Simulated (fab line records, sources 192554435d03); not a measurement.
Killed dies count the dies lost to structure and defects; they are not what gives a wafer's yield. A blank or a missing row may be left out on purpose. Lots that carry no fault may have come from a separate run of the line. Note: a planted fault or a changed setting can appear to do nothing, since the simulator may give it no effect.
Matching of chambers | flow n5Finfet | N5_BEOL_M15_DEP_53 on pecvd-02 has 3 sister chambers
The step deposits SiCN from 3MS/NH3, target thk 50 nm, time 17.8 s. 22 wafers are shown with their chamber, then 11 later ones without.

== EACH WAFER AND ITS CHAMBER ==
wafer  | chamber | throttleValvePct (%) | showerheadPlenumPTorr (Torr)
L076.2 | 1       | 18.3                 | 4.155
L076.3 | 1       | 18.4                 | 4.167
L076.5 | 0       | 17.9                 | 4.162
L078.2 | 2       | 16.5                 | 4.150
L078.5 | 0       | 17.9                 | 4.165
L078.6 | 2       | 16.5                 | 4.162
L082.1 | 2       | 16.6                 | 4.154
L082.3 | 0       | 17.9                 | 4.162
L082.5 | 1       | 18.0                 | 4.170
L080.2 | 2       | 16.5                 | 4.172
L080.5 | 2       | 16.7                 | 4.166
L080.6 | 0       | 17.9                 | 4.152
L081.2 | 0       | 18.1                 | 4.158
L081.4 | 2       | 16.8                 | 4.170
L081.5 | 1       | 18.6                 | 4.173
L083.1 | 2       | 16.6                 | 4.156
L083.3 | 1       | 18.5                 | 4.161
L083.4 | 0       | 17.7                 | 4.162
L087.3 | 0       | 17.7                 | 4.150
L087.4 | 2       | 16.6                 | 4.162
L087.5 | 0       | 18.0                 | 4.154
L084.2 | 0       | 17.9                 | 4.159

SIGNATURES, as means of the wafers listed above
reading               | chamber 0 | chamber 1 | chamber 2 | scatter within a chamber
throttleValvePct      | 17.889    | 18.360    | 16.600    | 0.149
showerheadPlenumPTorr | 4.15822   | 4.16520   | 4.16150   | 0.00667
Rule: for a wafer and a chamber, the distance is found by dividing, reading by reading, the gap between the wafer's reading and the chamber's mean by the reading's scatter, squaring, summing and taking the root. If the next closest chamber is less than 2 further off than the closest, the wafer can't be placed; otherwise it belongs to the closest. The scatter is the square root of a quotient: the sum, over the shown wafers, of each reading's squared deviation from its chamber's mean, divided by wafers minus chambers.

== WAFERS WITHOUT THEIR CHAMBER ==
wafer  | throttleValvePct (%) | showerheadPlenumPTorr (Torr)
L084.4 | 17.8                 | 4.167
L084.6 | 16.7                 | 4.165
L090.3 | 18.5                 | 4.167
L090.4 | 17.9                 | 4.154
L090.5 | 18.3                 | 4.159
L093.2 | 18.6                 | 4.170
L093.3 | 16.7                 | 4.162
L093.4 | 16.6                 | 4.165
L096.1 | 18.7                 | 4.166
L096.2 | 16.6                 | 4.162
L096.4 | 16.8                 | 4.167

== EACH ONE'S CHAMBER ==
wafer  | from the rows above     | in truth
L084.4 | 0                       | 0
L084.6 | 2                       | 2
L090.3 | 1                       | 1
L090.4 | 0                       | 0
L090.5 | can't be placed: 1 or 0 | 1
L093.2 | 1                       | 1
L093.3 | 2                       | 2
L093.4 | 2                       | 2
L096.1 | 1                       | 1
L096.2 | 2                       | 2
L096.4 | 2                       | 2
Correctly placed: 10 of 11. These rows do not allow placing 1 (true chamber among the candidates in 1). 0 placed wrongly.
